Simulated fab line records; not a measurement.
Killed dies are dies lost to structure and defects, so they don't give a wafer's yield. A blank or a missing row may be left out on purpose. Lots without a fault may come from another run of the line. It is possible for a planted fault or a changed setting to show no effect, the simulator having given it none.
Matching of chambers / flow n5 finfet / N5_BEOL_M5_CO_CAP_78 on cvd co-02 has 3 sister chambers
The step material Co, precursor CCTBA/H2, target thk 2 nm, time 102.1 s. 6 wafers are shown with their chamber, then 7 later ones without.

## WAFERS PAIRED WITH THEIR CHAMBERS
wafer=L411.1; chamber=1; heater power w (W)=287
wafer=L414.2; chamber=1; heater power w (W)=283
wafer=L426.1; chamber=2; heater power w (W)=228
wafer=L426.6; chamber=0; heater power w (W)=281
wafer=L432.2; chamber=0; heater power w (W)=275
wafer=L432.4; chamber=2; heater power w (W)=235

## WAFERS WITH NO CHAMBER GIVEN
wafer=L432.6; heater power w (W)=282
wafer=L430.1; heater power w (W)=235
wafer=L430.4; heater power w (W)=283
wafer=L430.6; heater power w (W)=290
wafer=L431.1; heater power w (W)=289
wafer=L431.2; heater power w (W)=234
wafer=L431.4; heater power w (W)=278

## WHICH CHAMBER EACH ONE RAN IN
wafer=L432.6; from the rows above=can't be placed: 1 or 0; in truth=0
wafer=L430.1; from the rows above=2; in truth=2
wafer=L430.4; from the rows above=can't be placed: 1 or 0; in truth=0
wafer=L430.6; from the rows above=can't be placed: 1 or 0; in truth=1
wafer=L431.1; from the rows above=can't be placed: 1 or 0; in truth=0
wafer=L431.2; from the rows above=2; in truth=2
wafer=L431.4; from the rows above=can't be placed: 0 or 1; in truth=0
2 of 7 placed correctly. Not placeable from these rows: 5 (in 5, the candidates include the true chamber). Wrongly placed: 0.
How it was worked out, from the rows above alone: a wafer's distance from a chamber is the root of the sum, over the readings, of the square of ((its reading less the chamber's mean) divided by the reading's scatter). If the next closest chamber is less than 2 further off than the closest, the wafer can't be placed; otherwise it belongs to the closest. Each chamber's mean is taken over the wafers shown for it. The scatter: take each reading less its chamber's mean, square it, sum over the shown wafers, divide by the number of wafers less the number of chambers, and take the root.
